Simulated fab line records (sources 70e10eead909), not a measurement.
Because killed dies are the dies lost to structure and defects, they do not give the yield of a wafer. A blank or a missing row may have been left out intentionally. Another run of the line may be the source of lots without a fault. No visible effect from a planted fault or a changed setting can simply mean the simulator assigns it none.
Problem report in the 8D (eight disciplines) form, filled by code / flow nand harc / the parts of the form that need people (team, actions taken, sign-off) are left out

## 1. THE PROBLEM
Mean of run length s at NHARC_A_SLIT_ETCH_29: 71.3 s across 2 wafers in 2 lots; on wafers with no fault it is 76.3 s (standard deviation 0.51). That is -9.7 standard deviations from the usual mean.
The step: etches the open film in CF4/O2, target depth 100 nm, overetch 10 nm, time 55 s.
Seen first at day 26 07:55 on rie diel-05, wafer L224.4. The record has a number at this step for 42 wafers belonging to 14 lots. By rule, "out" or "out of limits" means more than 4 standard deviations away from the usual mean. The rest of the wafers with a number are treated as sound.

## 2. WHAT IT IS; WHAT IT IS NOT
question=which readings at this step | is=run length s | is not=drypump motor current A, oes product au, rf vpp V, showerhead plenum p Torr, throttle valve pct
question=which lots | is=L224, L227 | is not=L211, L213, L214, L215, L216, L217, L220, L229, L230, L232, L233, L234
question=which wafers of those lots | is=L224.4, L227.4 | is not=L224.2, L224.6, L227.1, L227.5
question=read on which tools | is=rie diel-05 | is not=rie diel-01, rie diel-02
question=when | is=from day 26 07:55 | is not=up to then (23 sound wafers); but 17 sound wafers of L227, L229, L230, L232, L233, L234 came after

## 3. WHAT RULES OUT EACH SUSPECT
Counting: any tool at a process step up to the reading remains a suspect provided it ran every lot that is out. Sound lots after the first of them don't rule it out here, since some wafers of a struck lot are sound.
- rie diel-05 at NHARC_A_SLIT_ETCH_29 (etches the open film in CF4/O2, target depth 100 nm, overetch 10 nm, time 55 s): kept. It processed each lot that is out (first: L224, day 26 07:55); up to then, its last sound lot is L216 (day 21 15:40). On those wafers its own readings are out: run length s.
- Within rie diel-05 at NHARC_A_SLIT_ETCH_29: the wafers that are out ran in chamber 0; their sound lot-mates ran in chambers 1, 2, 3.
Remaining after the count: rie diel-05 at NHARC_A_SLIT_ETCH_29.

## 4. THE CAUSE (what the simulator had put in)
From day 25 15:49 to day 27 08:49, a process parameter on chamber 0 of rie diel-05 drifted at NHARC_A_SLIT_ETCH_29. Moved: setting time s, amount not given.
The count eliminated every tool but this one.

## 5. THE EFFECT CHAIN, in route order
Rows list readings where the struck wafers' mean (over those with a number) sits beyond 3 standard deviations from the usual. Readings are gone through only where the record gives a usual standard deviation; hours: the median, over the lots, of the time from a lot's start at the first step in this table giving one to that lot's start at this step; sigmas: the change measured in usual standard deviations.
hours=0; step=NHARC_A_SLIT_ETCH_29; reading=run length s; usual=76.3 s; on struck wafers=71.3; change=-5.0; sigmas=-9.7
Its process steps:
- NHARC_A_SLIT_ETCH_29: etches the open film in CF4/O2, target depth 100 nm, overetch 10 nm, time 55 s.
At these later measuring or inspecting steps, every struck wafer for which the step has a row has a number for every such reading, and none has moved that far: NHARC_A_SLIT_CD_MEAS_21.

## 6. HOW IT WOULD HAVE BEEN CAUGHT EARLIER
First out-of-limits reading in this record: day 26 07:55, which is 16 hours after fault onset at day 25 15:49.
